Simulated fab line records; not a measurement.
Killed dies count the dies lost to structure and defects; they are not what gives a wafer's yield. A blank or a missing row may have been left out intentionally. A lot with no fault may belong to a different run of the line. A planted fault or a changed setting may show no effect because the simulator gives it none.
Which tool was responsible? | flow nand harc | 33 wafers from 11 lots sampled at 6 of the route's 1302 steps

## WHAT EACH GAUGE READ, for each wafer
NHARC_P_ZERO_WELL_CD_MEAS_37: target cd 720 nm.
lot  | measured     | on        | cd nm (nm)
L871 | day 2 20:16  | cd sem-03 | 719.2 717.4 723.1
L873 | day 3 16:19  | cd sem-02 | 717.2 718.8 717.3
L876 | day 4 22:25  | cd sem-03 | 719.5 722.3 720.1
L878 | day 5 18:14  | cd sem-03 | 719.7 720.8 720.7
L879 | day 6 04:15  | cd sem-02 | 720.3 721.1 719.4
L880 | day 6 14:06  | cd sem-03 | 719.1 721.2 721.2
L881 | day 7 00:08  | cd sem-03 | 720.2 717.9 720.7
L883 | day 7 20:08  | cd sem-03 | - - -
L889 | day 10 08:15 | cd sem-01 | 722.1 718.5 716.5
L891 | day 11 03:50 | cd sem-02 | 720.2 720.6 719.4
L892 | day 11 14:05 | cd sem-03 | 718.6 716.0 717.3

NHARC_END_SORT_01.
lot  | measured     | on        | killed at array | killed at other | killed at periphery | killed dies | killed open | killed short
L883 | day 31 21:36 | prober-01 | 79 57 86        | 1 1 0           | 597 619 591         | 677 677 677 | 1 4 7       | 3 1 3

## TOOL THAT RAN EACH LOT (tool first, then ch and the chambers of the sampled wafers, then the start)
lot  | NHARC_P_ZERO_WELL_EXPOSE_34       | NHARC_P_GATE_ETCH_32             | NHARC_P_GATE_DESCUM_61             | NHARC_P_GATE_STRIP_76
L871 | krf scanner-02 ch 0, day 2 20:07  | rie si-03 ch 1,2,3, day 5 17:43  | rie diel-01 ch 0,1,3, day 6 07:00  | plasma asher-01 ch 0,1, day 6 07:36
L873 | krf scanner-03 ch 0, day 3 16:09  | rie si-01 ch 0,2,3, day 6 17:10  | rie diel-02 ch 0,1, day 7 06:34    | plasma asher-01 ch 0,1, day 7 07:12
L876 | krf scanner-04 ch 0, day 4 22:16  | rie si-03 ch 0,1,2, day 7 21:39  | rie diel-02 ch 0,2, day 8 10:45    | plasma asher-02 ch 0,1, day 8 11:25
L878 | krf scanner-03 ch 0, day 5 18:05  | rie si-04 ch 1,2,3, day 8 22:39  | rie diel-07 ch 1,2,3, day 9 11:53  | plasma asher-01 ch 0,1, day 9 12:31
L879 | krf scanner-02 ch 0, day 6 04:05  | rie si-04 ch 0,3, day 9 16:28    | rie diel-01 ch 1,2,3, day 10 05:46 | plasma asher-01 ch 0,1, day 10 06:23
L880 | krf scanner-03 ch 0, day 6 13:57  | rie si-04 ch 1,3, day 9 22:17    | rie diel-01 ch 1,2,3, day 10 13:42 | plasma asher-01 ch 0,1, day 10 14:20
L881 | krf scanner-03 ch 0, day 6 23:59  | rie si-04 ch 2,3, day 10 00:35   | rie diel-07 ch 1,2,3, day 10 13:53 | plasma asher-02 ch 0,1, day 10 14:31
L883 | krf scanner-02 ch 0, day 7 19:59  | -                                | -                                  | -
L889 | krf scanner-02 ch 0, day 10 08:06 | rie si-04 ch 0,2,3, day 13 10:43 | rie diel-01 ch 0,1,2, day 14 00:01 | plasma asher-01 ch 0,1, day 14 00:39
L891 | krf scanner-02 ch 0, day 11 03:41 | rie si-03 ch 0,1,2, day 14 07:37 | rie diel-02 ch 0,3, day 14 20:50   | plasma asher-02 ch 0,1, day 14 21:59
L892 | krf scanner-02 ch 0, day 11 13:56 | rie si-04 ch 0,2, day 14 18:28   | rie diel-01 ch 0,1,3, day 15 07:46 | plasma asher-02 ch 0,1, day 15 08:25
- NHARC_P_ZERO_WELL_EXPOSE_34: exposes mask P PWELL, target cd 720 nm.
- NHARC_P_GATE_ETCH_32: etches the open film in HBr/Cl2, target depth 150 nm, time 100.1 s.
- NHARC_P_GATE_DESCUM_61: chemistry O2, time 3 s.
- NHARC_P_GATE_STRIP_76: strips in O2.

## WHAT THE TOOLS THEMSELVES READ (means of the sampled wafers that have a number; where no wafer has one, the mark that the record gives instead)
NHARC_P_ZERO_WELL_EXPOSE_34.
lot  | tool           | reticle temp C (C)
L871 | krf scanner-02 | 23.02
L873 | krf scanner-03 | 23.09
L876 | krf scanner-04 | 23.05
L878 | krf scanner-03 | 22.94
L879 | krf scanner-02 | 23.11
L880 | krf scanner-03 | 23.02
L881 | krf scanner-03 | 23.05
L883 | krf scanner-02 | 23.00
L889 | krf scanner-02 | 23.06
L891 | krf scanner-02 | 23.02
L892 | krf scanner-02 | 23.17

NHARC_P_GATE_ETCH_32.
lot  | tool      | bias w (W) | drypump motor current A (A) | oes product au (a.u.) | throttle valve pct (%)
L871 | rie si-03 | 99.98      | 5.9                         | 1.013                 | 26.411
L873 | rie si-01 | 100.24     | 5.7                         | 1.001                 | 26.407
L876 | rie si-03 | 100.39     | 5.4                         | 1.001                 | 26.405
L878 | rie si-04 | 99.67      | 5.9                         | 0.986                 | 26.402
L879 | rie si-04 | 100.20     | 6.0                         | 0.993                 | 26.406
L880 | rie si-04 | 100.14     | 6.4                         | 0.987                 | 26.402
L881 | rie si-04 | 99.83      | 5.7                         | 1.003                 | 26.402
L889 | rie si-04 | 99.72      | 5.7                         | 1.006                 | 26.401
L891 | rie si-03 | 99.96      | 5.4                         | 0.997                 | 26.403
L892 | rie si-04 | 100.01     | 5.7                         | 1.007                 | 26.405

NHARC_P_GATE_DESCUM_61.
lot  | tool        | drypump motor current A (A) | mfc ar sccm (sccm) | oes product au (a.u.) | rf vpp V (V) | showerhead plenum p Torr (Torr) | throttle valve pct (%)
L871 | rie diel-01 | 5.72                        | 0.004              | 0.999                 | 57.9         | 1.89                            | 11.308
L873 | rie diel-02 | 6.10                        | 0.002              | 0.998                 | 58.2         | 1.87                            | 11.306
L876 | rie diel-02 | 6.14                        | 0.008              | 0.993                 | 57.9         | 1.81                            | 11.298
L878 | rie diel-07 | 5.50                        | 0.019              | 1.000                 | 56.6         | 1.84                            | 11.309
L879 | rie diel-01 | 5.64                        | 0.010              | 0.984                 | 57.7         | 1.97                            | 11.295
L880 | rie diel-01 | 5.65                        | 0.010              | 0.992                 | 58.1         | 1.97                            | 11.310
L881 | rie diel-07 | 5.48                        | 0.019              | 1.004                 | 58.1         | 1.84                            | 11.308
L889 | rie diel-01 | 5.71                        | 0.014              | 0.986                 | 57.2         | 1.89                            | 11.304
L891 | rie diel-02 | 6.29                        | 0.001              | 1.014                 | 57.9         | 1.84                            | 11.318
L892 | rie diel-01 | 5.73                        | 0.004              | 0.978                 | 57.7         | 1.88                            | 11.306

NHARC_P_GATE_STRIP_76.
lot  | tool            | drypump motor current A (A) | heater power w (W)
L871 | plasma asher-01 | 5.8                         | 315
L873 | plasma asher-01 | 5.4                         | 323
L876 | plasma asher-02 | 6.4                         | 289
L878 | plasma asher-01 | 5.8                         | 318
L879 | plasma asher-01 | 5.8                         | 318
L880 | plasma asher-01 | 5.8                         | 316
L881 | plasma asher-02 | 6.3                         | 302
L889 | plasma asher-01 | 5.8                         | 318
L891 | plasma asher-02 | 6.4                         | 293
L892 | plasma asher-02 | 6.4                         | 288

## THE ANSWER, worked out from the rows above alone
Rule: the usual values come from the lots themselves. The widest of any qualifying gaps counts: lots, ordered by their means at a reading, are off when they make up no more than a third of the lots, leave a main group of 4 or more, and stand apart from it by 3 or more times the standard deviation of that group's means. If all means in a main group match to the digits the tables above print for the reading, that group is not used. Also off: a lot with no number at a reading for which 4 or more lots have one. Where the step has rows for the other lots, those lots are counted as sound. The gauges are gone through in route order, then the tools' own readings, and for those a lot's mean is taken as printed above. The first step at which some lot is off is used, and at that step the reading that is off furthest; a lot without a number counts as furthest.
Off at NHARC_P_ZERO_WELL_CD_MEAS_37 (cd nm): L883. Without a number there: L883. The main group has a mean of 719.5 nm with a standard deviation of 1.1.
A tool fits if, at a process step before that reading, it ran every lot that is off, and no sound lot after the first of them. The gauges at NHARC_P_ZERO_WELL_CD_MEAS_37 are tried like those tools. No candidate that was tried fits.

## WHAT WAS PUT IN BY THE SIMULATOR
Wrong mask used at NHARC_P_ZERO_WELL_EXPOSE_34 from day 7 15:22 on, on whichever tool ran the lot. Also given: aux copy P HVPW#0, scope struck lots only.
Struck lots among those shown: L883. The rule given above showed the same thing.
